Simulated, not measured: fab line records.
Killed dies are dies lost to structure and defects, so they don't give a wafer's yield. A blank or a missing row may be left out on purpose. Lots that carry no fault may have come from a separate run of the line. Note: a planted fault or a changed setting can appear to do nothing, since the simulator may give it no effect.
A struck lot beside a sound one | flow n5 finfet | 15 steps out of a route of 1938
Sound: these wafers, L959.1, L959.2, L959.3. Wafers struck: L966.2, L966.3, L966.5. The cause is named last.
Order at every step that has rows: each side's tool, ch and its chambers, its first start. Under that, the readings that differ: sound wafers | struck wafers | difference of the means | sigmas: that difference in standard deviations of wafers without a fault.
alike: words and numbers the same on both sides, and readings whose means are apart by under 2 such deviations; not compared: readings that were withheld, readings missing a value for some wafer, numbers with overlapping values and no deviation given by the record, and bounds like >300 which may hide the same value.
A row with sigmas, a row that says differs or no value, or rows on one side alone: a step with any of these is where the two part. Numbers that have no deviation but don't overlap get no sigmas and don't part them. Lack of a reading on every wafer of one side parts them only where that side has two or more wafers.

first, 7 steps without rows for these wafers: N5_MIM_BOT_LITHO_COAT_02; N5_MIM_BOT_LITHO_EBR_04; N5_MIM_BOT_LITHO_SOFTBAKE_03 (time 90 s); N5_MIM_BOT_LITHO_EXPOSE_05 (exposes mask MIM BOT); N5_MIM_BOT_LITHO_PEB_06; N5_MIM_BOT_LITHO_DEVELOP_07 (develop time 60 s); N5_MIM_BOT_LITHO_HARDBAKE_09 (time 120 s).
N5_MIM_BOT_LITHO_CD_MEAS_08: the cd target is 3000 nm.
  sound on cd sem-01 ch 0, day 14 01:02; struck on cd sem-02 ch 0, day 16 09:14
  alike: cd nm
N5_MIM_BOT_LITHO_OVL_MEAS_11:
  sound on overlay-02 ch 0, day 14 01:04; struck on overlay-02 ch 0, day 16 09:17
  alike: MIM_BOT_OVL
N5_MIM_BOT_LITHO_INSPECT_12: inspects for defects (macro).
  sound on defect inspect-01, day 14 01:05; struck on defect inspect-02, day 16 09:18
  alike: raw defect count
N5_MIM_BOT_LITHO_DESCUM_10: chemistry O2, time 7.9 s.
  sound on rie diel-06 ch 0,2,3, day 14 01:08; struck on rie diel-02 ch 1,2,3, day 16 09:20
  alike: chamber pressure mTorr, drypump motor current A, oes product au, rf fwd power W, rf vpp V, showerhead plenum p Torr, throttle valve pct
  not compared: rf hours counter h
N5_MIM_BOT_ETCH_ETCH_04: etches SiNx in CF4/O2, target depth 26 nm, time 13 s.
  sound on rie diel-06 ch 0,2,3, day 14 01:11; struck on rie diel-02 ch 1,2,3, day 16 09:24
  alike: bias w, chamber pressure mTorr, drypump motor current A, oes_f_703_au, oes product au, rf fwd power W, rf vpp V, showerhead plenum p Torr, throttle valve pct
  not compared: rf hours counter h
N5_MIM_BOT_ETCH_ETCH_03: etches the open film in Cl2/BCl3, target depth 12 nm.
  sound on rie metal-01 ch 0,1, day 14 01:17; struck on rie metal-01 ch 0,1, day 16 09:29
  reading    | sound             | struck               | difference | sigmas
  bias w (W) | 99.87 99.70 99.82 | 117.17 117.63 117.36 | +17.59     | +63
  alike: chamber pressure mTorr, drypump motor current A, oes product au, rf fwd power W, throttle valve pct
  not compared: rf hours counter h, model.etch.depth nm
N5_MIM_BOT_ETCH_ETCH_00: etches TiN in Cl2/BCl3, target depth 45.5 nm.
  sound on rie metal-01 ch 0,1, day 14 01:22; struck on rie metal-01 ch 0,1, day 16 09:35
  alike: bias w, chamber pressure mTorr, drypump motor current A, oes product au, rf fwd power W, throttle valve pct
  not compared: rf hours counter h
N5_PASSIVATION_PROBE_49:
  rows exist in the record for the sound wafers here (prober-01, day 14 11:27), none for the struck ones

WHERE THEY PART
At N5_MIM_BOT_ETCH_ETCH_03 first; at N5_PASSIVATION_PROBE_49 last (within this record only).

WHY: whatever the simulator had introduced
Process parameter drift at N5_MIM_BOT_ETCH_ETCH_03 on rie metal-01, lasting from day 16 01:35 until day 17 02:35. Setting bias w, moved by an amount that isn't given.
